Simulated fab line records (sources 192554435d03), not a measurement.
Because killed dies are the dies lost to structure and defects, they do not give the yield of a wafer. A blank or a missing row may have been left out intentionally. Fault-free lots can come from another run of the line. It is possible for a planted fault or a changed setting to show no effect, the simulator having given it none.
Matching of chambers	flow n5-finfet	4 sister chambers for N5_MOL_CONTACT_COAG_ETCHBACK_134 on rie-diel-03
The step etches SiO2 in CHF3, target depth 10 nm, time 6.7 s. 4 wafers are shown with their chamber, then 7 later ones without.

## WAFERS WITH THEIR CHAMBER
wafer	chamber	showerhead-plenum-p-Torr (Torr)
L513.1	3	2.33
L513.4	1	2.35
L518.1	0	2.43
L518.4	2	2.43

## WAFERS MISSING THEIR CHAMBER
wafer	showerhead-plenum-p-Torr (Torr)
L518.5	2.33
L523.3	2.32
L523.4	2.34
L523.6	2.43
L530.1	2.34
L530.2	2.42
L530.6	2.42

## CHAMBER TAKEN BY EACH
wafer	from the rows above	in truth
L518.5	3	3
L523.3	3	3
L523.4	can't be placed: 3 or 1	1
L523.6	can't be placed: 0 or 2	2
L530.1	can't be placed: 3 or 1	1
L530.2	can't be placed: 0 or 2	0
L530.6	can't be placed: 0 or 2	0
2 of 7 placed correctly. Can't be placed from these rows: 5 (the true chamber is among the candidates in 5). Wrongly placed: 0.
How it was worked out, from the rows above alone: a wafer's distance from a chamber is the root of the sum, over the readings, of the square of ((its reading less the chamber's mean) divided by the reading's scatter). The wafer belongs to the nearest chamber; if the next one is less than 2 further off, it can't be placed. The mean given for a chamber averages the wafers shown for that chamber. The scatter: with one shown wafer a chamber, the root of the mean of the squares of how far each hidden wafer lies from its nearest shown one.
